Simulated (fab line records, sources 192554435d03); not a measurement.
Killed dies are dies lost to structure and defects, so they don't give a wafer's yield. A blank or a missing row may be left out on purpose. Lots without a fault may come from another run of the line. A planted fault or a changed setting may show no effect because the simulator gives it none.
Chamber matching | flow n5_finfet | N5_BEOL_M0_TRENCH_ETCH_107 on rie_diel-05: 4 sister chambers
The step etches SiOC in C4F6/O2, target depth 32.8 nm, time 16.4 s. 20 wafers are shown with their chamber, then 10 later ones without.

WAFERS WITH THEIR CHAMBER
wafer  | chamber | throttle_valve_pct (%) | drypump_motor_current_A (A) | showerhead_plenum_p_Torr (Torr)
L078.1 | 1       | 20.41                  | 6.5                         | 2.82
L078.4 | 3       | 20.77                  | 6.3                         | 2.70
L078.6 | 3       | 20.79                  | 6.2                         | 2.71
L081.2 | 1       | 20.41                  | 6.5                         | 2.81
L081.5 | 3       | 20.78                  | 6.2                         | 2.70
L081.6 | 0       | 21.21                  | 5.6                         | 2.94
L083.1 | 1       | 20.41                  | 6.5                         | 2.81
L083.3 | 0       | 21.19                  | 5.6                         | 2.93
L083.4 | 3       | 20.79                  | 6.2                         | 2.70
L084.1 | 3       | 20.79                  | 6.3                         | 2.70
L084.3 | 0       | 21.21                  | 5.6                         | 2.93
L084.6 | 0       | 21.21                  | 5.6                         | 2.93
L085.1 | 3       | 20.81                  | 6.2                         | 2.70
L085.3 | 0       | 21.22                  | 5.6                         | 2.93
L085.6 | 2       | 21.15                  | 5.6                         | 2.96
L086.3 | 2       | 21.16                  | 5.6                         | 2.96
L086.4 | 3       | 20.80                  | 6.2                         | 2.70
L086.5 | 3       | 20.79                  | 6.2                         | 2.70
L088.1 | 2       | 21.17                  | 5.6                         | 2.96
L088.3 | 0       | 21.22                  | 5.6                         | 2.93

SIGNATURES (means of the wafers above)
reading                  | chamber 0 | chamber 1 | chamber 2 | chamber 3 | scatter within a chamber
throttle_valve_pct       | 21.2100   | 20.4100   | 21.1600   | 20.7900   | 0.0106
drypump_motor_current_A  | 5.600     | 6.500     | 5.600     | 6.225     | 0.0306
showerhead_plenum_p_Torr | 2.9317    | 2.8133    | 2.9600    | 2.7012    | 0.00385
Rule: a wafer's distance from a chamber is the root of the sum, over the readings, of the square of ((its reading less the chamber's mean) divided by the reading's scatter). The wafer belongs to the nearest chamber; if the next one is less than 2 further off, it can't be placed. The scatter: the root of (the sum of the squares of (reading less its chamber's mean) over the shown wafers, divided by (wafers less chambers)).

WAFERS WITHOUT THEIR CHAMBER
wafer  | throttle_valve_pct (%) | drypump_motor_current_A (A) | showerhead_plenum_p_Torr (Torr)
L088.6 | 21.24                  | 5.6                         | 2.93
L090.2 | 20.81                  | 6.3                         | 2.69
L090.4 | 20.47                  | 6.5                         | 2.80
L090.6 | 21.19                  | 5.6                         | 2.96
L092.4 | 20.83                  | 6.2                         | 2.69
L092.5 | 20.47                  | 6.5                         | 2.80
L092.6 | 21.19                  | 5.6                         | 2.95
L097.4 | 20.50                  | 6.5                         | 2.79
L097.5 | 20.53                  | 6.2                         | 3.03
L097.6 | 20.92                  | 5.7                         | 2.92

WHICH CHAMBER EACH WENT THROUGH
wafer  | from the rows above     | in truth
L088.6 | 0                       | 0
L090.2 | 3                       | 3
L090.4 | 1                       | 1
L090.6 | 2                       | 2
L092.4 | 3                       | 3
L092.5 | 1                       | 1
L092.6 | can't be placed: 2 or 0 | 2
L097.4 | 1                       | 1
L097.5 | 1                       | 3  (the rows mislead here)
L097.6 | 2                       | 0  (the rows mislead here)
Placed correctly: 7 of 10. Can't be placed from these rows: 1 (the true chamber is among the candidates in 1). Placed wrongly: 2.
